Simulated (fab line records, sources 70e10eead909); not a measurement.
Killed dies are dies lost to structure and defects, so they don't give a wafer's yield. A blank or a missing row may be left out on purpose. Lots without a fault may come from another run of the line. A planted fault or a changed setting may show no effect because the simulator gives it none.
fab line records | flow nand_harc
record lots=11 wafers=33 last_day=26
route steps=1159 shown A_CONTACT@882 END@1159
lots that met no fault: from a run of the same line without faults
start_h: hours from the record's first day to the start of the lot's first wafer shown | wait_h: hours since the lot's step before | " the same as in the row above | L1.1+2: a row that stands for several wafers | - no value, or no start given | * or withheld: withheld | < > ~ a bound
route shown NAME@n: a module of which the file shows steps, and the number in the route of the first | usual: mean/standard deviation of fault-free wafers | same: alike in all rows | chamber/n: place in a boat | sites: the reading at each site | _std_site: their standard deviation | _edge_site: outer sites' mean less inner sites' | radius_mm: how far each site lies from the wafer's centre | mask NAME#n: copy n | behind: the tool/chamber that last shaped the wafer | hold: why the lot was held/for how many hours/how that ended | device: the transistor (n, p or np) that didn't switch | end of line: the same wafers' tests at the end of the route | a step without rows: its recipe alone | killed: dies lost to structure and defects at the first sort, not the wafer's yield | map: a wafer's dies, x killed, . not, _ none there
set.NAME: the setting as run; set.NAME@STEP: as run at that earlier step | model.NAME: the simulator's own value behind a step, which no gauge read
steps of the route over a sample of lots; a table a step, a row a wafer
services: from which hour (start_h, from the record's first day; less than 0 if before it) a tool's chamber was out of use, for how many hours, and why
## steps
# step NHARC_A_CONTACT_STRIP_55
# recipe o2_flow_sccm=500 ar_flow_sccm=0 bias_w=0 chemistry=O2
# usual drypump_motor_current_A=5.8/0.51 o2_flow_sccm=500.1/1.5 oes_product_au=1.000/0.011 rf_vpp_V=57.8/0.94 showerhead_plenum_p_Torr=3.51/0.13 throttle_valve_pct=17.036/0.0089
# columns lot.wafer tool chamber start_h wait_h drypump_motor_current_A o2_flow_sccm oes_product_au rf_hours_counter_h rf_vpp_V showerhead_plenum_p_Torr throttle_valve_pct
L792.3 rie_diel-12 0 - - 6.6 502.4 1.011 56 57.7 3.47 17.023
L792.4 " 1 " " 5.3 497.8 0.995 59 57.0 3.58 17.034
L792.5 " 0 " " 6.7 500.9 1.021 - 58.5 3.46 17.039
L793.4 rie_diel-01 3 - - 6.2 501.2 0.996 14 57.6 3.42 17.048
L793.3 " 1 " " 5.4 501.2 0.988 13 58.3 3.67 17.034
L793.5 " 2 " " 5.1 499.8 1.007 - 58.0 3.42 17.041
L796.4 rie_diel-01 1 - - 5.4 495.8 0.986 15 58.3 3.67 17.036
L796.2 " 2 " " 5.1 500.9 1.013 14 57.1 3.42 17.026
L796.1 " 0 " " 5.7 500.1 1.011 16 57.4 3.49 17.022
L799.4 rie_diel-02 3 - - 6.1 501.6 0.987 34 57.5 3.64 17.038
L799.5 " 2 " " 5.4 501.4 1.005 - 59.1 3.79 17.022
L799.6 " 3 " " 6.1 500.7 0.986 - 57.6 3.64 17.045
L801.2 rie_diel-12 3 - - 5.9 500.4 1.000 11 57.0 3.40 17.029
L801.3 " 2 " " 5.6 499.3 1.007 10 58.6 3.35 17.034
L801.4 " 1 " " 5.4 499.3 1.014 - 56.8 3.58 17.042
L800.3 rie_diel-12 3 - - 5.9 498.7 1.002 16 59.6 3.40 17.030
L800.6 " 2 " " 5.7 499.3 0.993 - 55.9 3.35 17.038
L800.5 " 3 " " 5.9 501.0 1.002 - 57.4 3.40 17.021
L805.4 rie_diel-02 1 - - 6.7 497.9 0.992 39 58.1 3.44 17.036
L805.2 " 3 " " 6.2 499.6 0.993 43 56.8 3.63 17.021
L805.6 " 2 " " 5.4 500.3 0.997 - 58.8 3.78 17.028
L803.4 rie_diel-01 1 - - 5.4 500.4 1.002 25 58.6 3.66 17.038
L803.2 " 3 " " 6.2 502.4 0.994 25 56.0 3.42 17.044
L803.6 " 1 " " 5.4 500.2 0.996 - 58.5 3.66 17.052
L807.2 rie_diel-12 1 - - 5.4 498.7 1.008 21 58.3 3.57 17.033
L807.4 " 3 " " 5.9 499.7 1.005 - 59.3 3.40 17.034
L807.5 " 1 " " 5.4 500.8 1.020 - 56.7 3.57 17.038
L812.1 rie_diel-02 1 - - 6.7 498.1 1.010 59 56.5 3.43 17.042
L812.2 " 3 " " 6.1 500.0 0.990 63 58.3 3.62 17.036
L812.3 " 0 " " 6.5 500.6 0.991 59 57.8 3.41 17.041
L815.2 rie_diel-01 2 - - 5.1 499.1 1.005 7 56.3 3.40 17.035
L815.4 " 3 " " 6.2 498.6 0.997 6 57.4 3.41 17.023
L815.6 " 1 " " 5.4 497.7 1.004 - 56.3 3.66 17.027
# step NHARC_A_CONTACT_ETCH_76
# recipe target_depth_a=2600 over_etch_frac=0.3 time_s=475.3 ion_energy_ev=200 n2_flow_sccm=150 h2_flow_sccm=150 ar_flow_sccm=0 rf_w=400 bias_w=150 chemistry=N2/H2
# usual drypump_motor_current_A=5.8/0.5 oes_product_au=1.000/0.011 rf_vpp_V=429.8/2.1 showerhead_plenum_p_Torr=2.01/0.073 throttle_valve_pct=14.172/0.0092
# columns lot.wafer tool chamber start_h wait_h drypump_motor_current_A oes_product_au rf_hours_counter_h rf_vpp_V showerhead_plenum_p_Torr throttle_valve_pct
L792.3 rie_diel-01 0 - - 5.7 1.004 11 430.7 2.02 14.190
L792.4 " 2 " " 5.1 1.011 10 428.4 1.97 14.187
L792.5 " 3 " " 6.2 0.989 - 428.7 1.97 14.177
L793.4 rie_diel-01 0 - - 5.6 1.013 15 430.2 2.02 14.179
L793.3 " 2 " " 5.1 1.010 14 429.0 1.97 14.168
L793.5 " 0 " " 5.6 1.007 - 429.2 2.02 14.157
L796.2 rie_diel-12 1 - - 5.4 1.013 2 431.0 2.07 14.171
L796.1 " 2 " " 5.6 0.994 2 426.7 1.93 14.163
L796.4 " 3 " " 5.9 1.008 2 430.0 1.96 14.165
L799.4 rie_diel-01 1 - - 5.4 0.993 21 432.3 2.13 14.176
L799.6 " 3 " " 6.2 0.998 - 430.6 1.97 14.169
L799.5 " 0 " " 5.6 1.017 - 430.9 2.02 14.160
L801.3 rie_diel-01 2 - - 5.1 1.011 21 428.0 1.97 14.169
L801.2 " 3 " " 6.2 0.995 21 428.9 1.97 14.175
L801.4 " 0 " " 5.6 1.017 22 430.5 2.01 14.157
L800.3 rie_diel-12 3 - - 5.9 1.005 18 427.7 1.96 14.162
L800.6 " 2 " " 5.7 0.996 - 427.3 1.93 14.176
L800.5 " 3 " " 5.9 1.003 - 428.4 1.96 14.168
L805.4 rie_diel-01 1 - - 5.4 0.989 25 432.7 2.13 14.170
L805.2 " 0 " " 5.6 0.996 26 429.5 2.01 14.180
L805.6 " 2 " " 5.1 1.005 - 428.3 1.97 14.182
L803.4 rie_diel-01 1 - - 5.4 0.991 26 432.5 2.13 14.185
L803.2 " 0 " " 5.6 0.997 26 429.1 2.01 14.179
L803.6 " 1 " " 5.4 1.002 - 433.8 2.13 14.167
L807.4 rie_diel-01 3 - - 6.2 0.995 26 428.3 1.97 14.162
L807.2 " 2 " " 5.1 1.023 26 428.7 1.97 14.160
L807.5 " 3 " " 6.2 0.994 - 429.4 1.97 14.163
L812.3 rie_diel-02 0 - - 6.5 0.981 62 428.4 1.96 14.168
L812.1 " 1 " " 6.7 0.996 61 428.9 1.98 14.161
L812.2 " 2 " " 5.4 1.005 66 434.1 2.19 14.172
L815.4 rie_diel-12 2 - - 5.6 0.999 54 426.4 1.91 14.168
L815.2 " 1 " " 5.3 0.999 52 431.4 2.06 14.159
L815.6 " 3 " " 5.9 0.989 - 426.1 1.95 14.170
# step NHARC_A_CONTACT_ETCH_77
# recipe target_depth_a=726 time_s=36.3 cf4_flow_sccm=100 chf3_flow_sccm=30 ar_flow_sccm=0 rf_w=500 bias_w=200 chemistry=CF4/CHF3
# usual drypump_motor_current_A=5.8/0.52 oes_product_au=0.940/0.021 rf_vpp_V=370.0/1.9 showerhead_plenum_p_Torr=1.56/0.052 throttle_valve_pct=16.803/0.0085
# columns lot.wafer tool chamber start_h wait_h drypump_motor_current_A oes_product_au rf_hours_counter_h rf_vpp_V showerhead_plenum_p_Torr throttle_valve_pct
L792.4 rie_diel-01 0 373.75 - 5.6 0.932 11 370.1 1.56 16.806
L792.3 " 1 " " 5.4 0.941 10 372.2 1.64 16.787
L792.5 " 3 " " 6.2 0.919 - 369.5 1.53 16.816
L793.4 rie_diel-01 0 385.87 - 5.7 0.925 15 370.5 1.56 16.784
L793.3 " 2 " " 5.1 0.924 14 368.7 1.52 16.809
L793.5 " 1 " " 5.4 0.919 - 372.0 1.64 16.803
L796.2 rie_diel-12 1 393.38 - 5.3 0.956 2 371.9 1.60 16.799
L796.4 " 3 " " 5.8 0.939 2 368.7 1.52 16.783
L796.1 " 0 " " 6.7 0.948 2 368.7 1.54 16.802
L799.4 rie_diel-01 1 425.41 - 5.4 0.958 21 372.0 1.64 16.797
L799.6 " 3 " " 6.2 0.973 - 369.6 1.52 16.806
L799.5 " 0 " " 5.6 0.977 - 370.4 1.56 16.804
L801.3 rie_diel-01 2 427.02 - 5.1 0.964 21 369.4 1.52 16.805
L801.2 " 3 " " 6.2 0.963 22 369.0 1.52 16.811
L801.4 " 0 " " 5.7 0.993 22 370.3 1.56 16.813
L800.3 rie_diel-12 3 437.78 - 5.9 0.931 18 369.5 1.51 16.810
L800.6 " 1 " " 5.3 0.932 - 372.9 1.59 16.801
L800.5 " 3 " " 5.9 0.931 - 369.0 1.51 16.813
L805.4 rie_diel-01 3 450.80 - 6.2 0.956 25 367.1 1.52 16.816
L805.2 " 2 " " 5.1 0.991 25 369.6 1.52 16.802
L805.6 " 3 " " 6.2 0.959 - 369.0 1.52 16.806
L803.2 rie_diel-01 0 452.94 - 5.6 0.789 26 370.1 1.56 16.794
L803.4 " 1 " " 5.4 0.911 26 373.5 1.63 16.800
L803.6 " 3 " " 6.2 0.920 - 368.7 1.52 16.807
L807.2 rie_diel-01 3 456.49 - 6.2 0.953 27 369.0 1.52 16.803
L807.4 " 0 " " 5.7 0.815 27 370.0 1.55 16.788
L807.5 " 2 " " 5.1 0.963 - 367.9 1.52 16.799
L812.1 rie_diel-02 0 500.72 - 6.6 0.907 63 370.2 1.52 16.803
L812.3 " 2 " " 5.4 0.938 67 374.1 1.68 16.806
L812.2 " 3 " " 6.1 0.917 67 372.6 1.61 16.790
L815.4 rie_diel-12 1 540.61 - 5.4 0.934 53 370.3 1.58 16.794
L815.2 " 3 " " 5.9 0.915 55 368.1 1.51 16.807
L815.6 " 2 " " 5.6 0.914 - 368.2 1.48 16.809
# step NHARC_A_CONTACT_ETCH_78
# recipe target_depth_a=28000 over_etch_frac=0.3 time_s=728 ion_energy_ev=150 o2_flow_sccm=400 cos_flow_sccm=20 ar_flow_sccm=0 rf_w=500 bias_w=300 chemistry=O2/COS
# usual drypump_motor_current_A=5.8/0.52 o2_flow_sccm=400.1/1.3 oes_product_au=0.999/0.011 rf_vpp_V=313.8/1.6 showerhead_plenum_p_Torr=3.08/0.1 throttle_valve_pct=28.330/0.0086
# columns lot.wafer tool chamber start_h wait_h drypump_motor_current_A o2_flow_sccm oes_product_au rf_hours_counter_h rf_vpp_V showerhead_plenum_p_Torr throttle_valve_pct
L792.4 rie_diel-01 0 - - 5.7 401.3 1.015 11 312.4 3.09 28.336
L792.3 " 3 " " 6.2 401.9 0.986 11 313.5 3.03 28.317
L792.5 " 0 " " 5.7 400.6 0.999 - 313.6 3.09 28.331
L793.4 rie_diel-01 2 - - 5.1 398.9 1.024 14 314.2 3.02 28.335
L793.3 " 1 " " 5.4 399.8 0.994 14 316.9 3.25 28.323
L793.5 " 2 " " 5.1 397.4 1.001 - 312.3 3.02 28.329
L796.2 rie_diel-12 1 - - 5.3 402.3 1.013 2 315.5 3.17 28.331
L796.4 " 3 " " 5.9 401.7 0.998 2 312.6 3.01 28.340
L796.1 " 0 " " 6.6 399.8 1.007 2 312.9 3.06 28.333
L799.4 rie_diel-01 2 - - 5.1 401.0 1.007 21 312.2 3.02 28.329
L799.6 " 1 " " 5.4 401.6 0.994 - 315.5 3.25 28.329
L799.5 " 2 " " 5.1 399.8 1.007 - 315.2 3.02 28.317
L801.3 rie_diel-01 0 - - 5.7 400.3 1.016 22 315.7 3.09 28.323
L801.2 " 1 " " 5.4 399.6 0.997 22 316.7 3.24 28.328
L801.4 " 2 " " 5.1 400.1 1.017 21 312.7 3.02 28.328
L800.3 rie_diel-12 2 - - 5.7 399.5 0.987 18 312.5 2.96 28.333
L800.5 " 1 " " 5.3 400.7 1.013 - 315.5 3.16 28.347
L800.6 " 3 " " 5.9 401.5 1.001 - 312.4 3.01 28.343
L805.4 rie_diel-01 3 - - 6.2 399.1 0.999 25 313.5 3.02 28.318
L805.2 " 2 " " 5.1 399.8 1.022 25 313.0 3.02 28.321
L805.6 " 3 " " 6.2 401.3 0.998 - 312.4 3.02 28.325
L803.4 rie_diel-01 0 - - 5.7 400.0 0.997 26 312.5 3.08 28.310
L803.2 " 2 " " 5.1 401.8 1.005 25 311.9 3.02 28.333
L803.6 " 3 " " 6.2 399.1 0.977 - 314.4 3.02 28.316
L807.2 rie_diel-01 3 - - 6.2 399.2 0.995 27 312.9 3.02 28.348
L807.4 " 0 " " 5.7 400.7 0.996 28 313.4 3.09 28.322
L807.5 " 3 " " 6.2 398.8 0.981 - 313.2 3.02 28.329
L812.1 rie_diel-02 0 - - 6.5 400.6 0.989 63 313.6 3.01 28.321
L812.3 " 1 " " 6.7 397.4 1.003 62 312.5 3.03 28.322
L812.2 " 3 " " 6.1 397.5 1.002 68 314.6 3.20 28.324
L815.2 rie_diel-12 1 - - 5.4 399.5 1.013 53 315.2 3.14 28.332
L815.4 " 2 " " 5.6 400.1 0.991 54 311.1 2.94 28.317
L815.6 " 0 " " 6.7 401.1 1.009 - 312.3 3.05 28.332
# step NHARC_END_SORT_01
# recipe temp_c=25
# usual killed_at_array=27/11 killed_at_other=0.6/1 killed_at_periphery=3.0/2.1 killed_dies=31/12 killed_open=3.2/1.7 killed_short=1.7/1.4
# same gross_dies=677
# columns lot.wafer tool chamber start_h wait_h killed_at_array killed_at_other killed_at_periphery killed_dies killed_open killed_short
L803.2 prober-01 0 512.16 2.8 515 1 2 518 5 0
L803.4 prober-01 0 513.78 3.4 18 1 2 21 2 0
L803.6 prober-01 0 515.39 4.0 26 0 6 32 4 3
L807.2 prober-02 0 522.45 2.8 34 0 5 39 2 1
L807.4 prober-02 0 524.06 3.4 521 1 7 529 5 1
L807.5 prober-02 0 524.86 3.7 27 0 1 28 4 0
# killed by level:class
L803.2 A_CONTACT:area_etch=493 A_CHANNEL_HOLE_D1:chamber_film_flake=12 A_CONTACT:chamber_film_flake=3 A_CONTACT:geometric_particle:open=2 A_STAIRCASE:chamber_film_flake=2 P_M0:geometric_particle:open=1 A_WL_FILL:geometric_particle:open=1 A_M1:geometric_particle:open=1
L803.4 A_CHANNEL_HOLE_D1:chamber_film_flake=12 A_STAIRCASE:chamber_film_flake=4 P_CONTACT:geometric_particle:open=1 A_WL_FILL:geometric_particle:open=1 P_GATE:chamber_film_flake=1 A_CHANNEL_FILL_D1:chamber_film_flake=1 THIN_TSV:chamber_film_flake=1
L803.6 A_CHANNEL_HOLE_D1:chamber_film_flake=15 A_STAIRCASE:chamber_film_flake=4 P_M0:geometric_particle:open=2 P_GATE:geometric_particle:open=1 P_CONTACT:geometric_particle:open=1 A_CHANNEL_HOLE_D1:geometric_particle:short=1 A_CHANNEL_FILL_D1:geometric_particle:short=1 A_WL_FILL:geometric_particle:short=1
L807.2 A_SLIT:chamber_film_flake=17 A_CHANNEL_HOLE_D1:chamber_film_flake=7 A_STAIRCASE:chamber_film_flake=5 A_CONTACT:chamber_film_flake=4 P_STI:chamber_film_flake=2 P_M0:geometric_particle:open=1 P_M2:geometric_particle:short=1 A_CONTACT:geometric_particle:open=1
L807.4 A_CONTACT:area_etch=493 A_SLIT:chamber_film_flake=15 A_CHANNEL_HOLE_D1:chamber_film_flake=7 P_STI:chamber_film_flake=4 P_M1:geometric_particle:open=2 A_CONTACT:chamber_film_flake=2 P_CONTACT:geometric_particle:open=1 A_CHANNEL_HOLE_D1:geometric_particle:open=1
L807.5 A_SLIT:chamber_film_flake=14 A_STAIRCASE:chamber_film_flake=4 A_CHANNEL_HOLE_D1:chamber_film_flake=3 A_CONTACT:geometric_particle:open=2 A_CONTACT:chamber_film_flake=2 A_CHANNEL_FILL_D1:geometric_particle:open=1 A_M1:geometric_particle:open=1 P_STI:chamber_film_flake=1
## services
# columns tool chamber start_h hours kind
rie_diel-01 0 348.47 - clean
rie_diel-01 1 348.47 - clean
rie_diel-01 2 348.47 - clean
rie_diel-01 3 348.47 - clean
rie_diel-01 0 372.97 - clean
rie_diel-01 1 372.97 - clean
rie_diel-01 2 372.97 - clean
rie_diel-01 3 372.97 - clean
rie_diel-12 - 379.62 9.0 pm
rie_diel-01 0 397.60 - clean
rie_diel-01 1 397.60 - clean
rie_diel-01 2 397.60 - clean
rie_diel-01 3 397.60 - clean
rie_diel-12 0 412.71 46.5 repair
rie_diel-01 0 422.10 - clean
rie_diel-01 1 422.10 - clean
rie_diel-01 2 422.10 - clean
rie_diel-01 3 422.10 - clean
rie_diel-01 1 432.22 3.1 repair
rie_diel-01 0 446.60 - clean
rie_diel-01 2 485.49 7.9 repair
rie_diel-01 - 492.13 9.0 pm
rie_diel-02 - 505.00 9.0 pm
rie_diel-12 1 525.96 3.7 repair
## key
first_sign step=NHARC_A_CONTACT_ETCH_77 reading=oes_product_au direction=down sigmas=6.5 usual=0.940 struck=0.802
effect step=NHARC_END_SORT_01 reading=killed_at_array direction=up sigmas=43 usual=27 struck=518
more_kills_born_at NHARC_A_CONTACT_ETCH_77@rie_diel-01=986
met_at NHARC_A_CONTACT_ETCH_77
struck_lots L803,L807
struck_wafers L803.2,L807.4
later_rows_left_out L803.2,L807.4
tester_left_out L803,L807
not_acting_at NHARC_A_CONTACT_STRIP_55,NHARC_A_CONTACT_ETCH_76,NHARC_A_CONTACT_ETCH_78
onset_between 427.02 452.94
fault kind=process_parameter_drift tool=rie_diel-01 chamber=0 onset_h=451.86 steps=NHARC_A_CONTACT_ETCH_77 channel=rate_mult offset=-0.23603 shape=step end_h=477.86
# tester_left_out: of these lots the tester's yield and bins aren't shown, on N5 and GAA mostly nor the transistor test; their killed dies are dies lost to structure and defects alone, not to doping, threshold or leakage, so they don't give the yield
# later_rows_left_out: the simulator's readings of these wafers behind a module that went badly wrong aren't trusted and aren't shown, but for the sort
